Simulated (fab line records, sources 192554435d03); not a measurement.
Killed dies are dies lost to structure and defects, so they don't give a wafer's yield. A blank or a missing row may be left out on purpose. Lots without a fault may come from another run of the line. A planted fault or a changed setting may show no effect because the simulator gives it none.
A struck lot beside a sound one | flow n5_finfet | 37 steps out of a route of 1938
Sound: wafers L374.2, L374.3, L374.4. Struck: wafers L385.2, L385.3, L385.6. The cause comes at the end.
At each step with rows: each side's tool, then ch and its chambers, then its first start. Under that, the readings that differ: sound wafers | struck wafers | difference of the means | sigmas: that difference in standard deviations of wafers without a fault.
alike: readings whose means differ by less than 2 such deviations, and words and numbers that are the same on both sides. not compared: withheld readings, readings that some wafer has no value for, bounds like >300 that may hide the same value, and numbers for which the record gives no deviation and whose values overlap.
The two part at a step that has a row with sigmas, a row that says differs or no value, or rows on one side only. Numbers that don't overlap but have no deviation are shown without sigmas and don't part them. A reading that every wafer of one side lacks parts them only if that side has two wafers or more.

first, 9 steps without rows for these wafers: N5_BEOL_M4_ANNEAL_95 (time 240 s); N5_BEOL_M4_SPUTTER_96 (material Cu, target thk 4.5 nm, time 8.29 s); N5_BEOL_M4_ECD_50 (material Cu, target thk 300 nm); N5_BEOL_M4_ANNEAL_51 (time 90 s); N5_BEOL_M4_CMP_52 (polishes, stops on SiOC, t overpolish 6.8 s, target thk 40 nm); N5_BEOL_M4_PRE_CLEAN_60 (time 15 s); N5_BEOL_M4_CO_CAP_55 (material Co, precursor CCTBA/H2, target thk 2 nm, time 102.1 s); N5_BEOL_M4_PRE_CLEAN_56 (time 15 s); N5_BEOL_M4_DEP_57 (deposits SiCN from 3MS/NH3, target thk 8 nm, time 14 s).
N5_BEOL_M4_RC_MEAS_101:
  sound on prober-02 ch 0, day 9 16:20; struck on prober-02 ch 0, day 12 22:54
  alike: DIBL_N, DIBL_P, IOFF_N, IOFF_P, ION_N, ION_P, SS_N, SS_P, VT_N, VT_P
then, 24 steps without rows for these wafers: N5_BEOL_M5_ILD_DEP_00 (deposits SiCOH lowk from DEMS/porogen, target thk 140.64 nm, time 25.9 s); N5_BEOL_M5_CURE_79 (cures SiCOH lowk, time 240 s); N5_BEOL_M5_PECVD_70 (deposits SiO2 from TEOS/O2, target thk 16 nm, time 18 s); N5_BEOL_M5_HM_DEP_02 (deposits TiN, target thk 20 nm); N5_BEOL_M5_COAT_59 (time 60 s, resist thk 60 nm); N5_BEOL_M5_COAT_60 (time 60 s, resist thk 12 nm); N5_BEOL_M5_COAT_71 (time 60 s, resist thk 5 nm); N5_BEOL_M5_COAT_05 (resist thk 30 nm); N5_BEOL_M5_EBR_07; N5_BEOL_M5_SOFTBAKE_06 (time 60 s); N5_BEOL_M5_EXPOSE_08 (exposes mask M5, target cd 28 nm); N5_BEOL_M5_PEB_09 (peb time 60 s); N5_BEOL_M5_DEVELOP_10 (develop time 30 s); N5_BEOL_M5_DESCUM_16 (chemistry O2, time 7 s); N5_BEOL_M5_ETCH_72 (etches underlayer in N2/H2, target depth 6.5 nm, time 5.2 s); N5_BEOL_M5_ETCH_61 (etches SiARC in CF4, target depth 15.6 nm, time 26 s); N5_BEOL_M5_ETCH_62 (etches SOC in N2/H2, target depth 75 nm, overetch 15 nm, time 112.5 s); N5_BEOL_M5_STRIP_63 (strips in N2/H2); N5_BEOL_M5_STRIP_73 (strips in N2/H2); N5_BEOL_M5_STRIP_64 (strips in CF4); N5_BEOL_M5_HM_OPEN_17 (chemistry Cl2/BCl3, target TiN, target depth 20 nm, overetch 6 nm); N5_BEOL_M5_STRIP_19 (strips in O2); N5_BEOL_M5_COAT_65 (time 60 s, resist thk 60 nm); N5_BEOL_M5_COAT_66 (time 60 s, resist thk 12 nm).
-- the record jumps here: 2 days lie between the struck wafers' starts before and after (it left off in module BEOL_M5 and takes up again in module BEOL_M11, whose first step shown is number 1536 of the route) --
N5_BEOL_M11_ILD_DEP_00: deposits SiCOH lowk from DEMS/porogen, target thk 308.51 nm, time 58 s.
  sound on pecvd-02 ch 1,2, day 11 16:46; struck on pecvd-02 ch 0,1,2, day 15 04:04
  no value came back on the struck wafers for any of 5 readings (chamber_pressure_Torr (Torr), heater_power_outer_w (W) and others); on the sound wafers chamber_pressure_Torr (Torr) reads 5.010 4.991 4.997
N5_BEOL_M11_OCD_MEAS_38:
  sound on ocd-01, day 11 20:24; struck on ocd-01, day 15 08:29
  reading              | sound             | struck | difference                    | sigmas
  trench_depth_nm (nm) | 149.9 153.3 147.8 | - - -  | no value on the struck wafers |
-- the record jumps here: 2 days lie between the struck wafers' starts before and after (it left off in module BEOL_M11 and takes up again in module PASSIVATION, whose first step shown is number 1936 of the route) --
N5_PASSIVATION_PROBE_49:
  sound on prober-02, day 13 18:52; struck on prober-02, day 17 09:48
  reading                  | sound          | struck         | difference | sigmas
  defect_limited_yield (%) | 88.7 90.7 90.9 | 0 0 0          | -90        | -60
  killed_at_M0_to_M3       | 31 34 30       | 6 13 8         | -23        | -2
  killed_at_M4_up          | 28 17 17       | 1165 1156 1162 | +1140      | +99 or more
  killed_at_contacts       | 12 13 24       | 3 2 1          | -14        | -2
  killed_at_front_end      | 59 44 34       | 6 8 9          | -38        | -3
  killed_dies              | 133 110 107    | 1180 1180 1180 | +1063      | +63
  killed_on_rim            | 17 17 16       | 152 152 152    | +135       | +33
  killed_open              | 86 78 78       | 11 16 15       | -67        | -5
  killed_short             | 44 30 28       | 5 10 3         | -28        | -3
  sort_bin_5_function (%)  | 7.0 6.2 5.4    | 73.5 72.8 72.1 | +66.6      | +71
  sort_n_pass              | 1047 1070 1073 | 0 0 0          | -1063      | -63
  sort_yield_pct (%)       | 88.7 90.7 90.9 | 0 0 0          | -90        | -60
  alike: killed_at_other, sort_bin_6_memory

WHERE THEY PART
First at N5_BEOL_M11_ILD_DEP_00; last, within this record, at N5_PASSIVATION_PROBE_49.

WHY: what the simulator had put in
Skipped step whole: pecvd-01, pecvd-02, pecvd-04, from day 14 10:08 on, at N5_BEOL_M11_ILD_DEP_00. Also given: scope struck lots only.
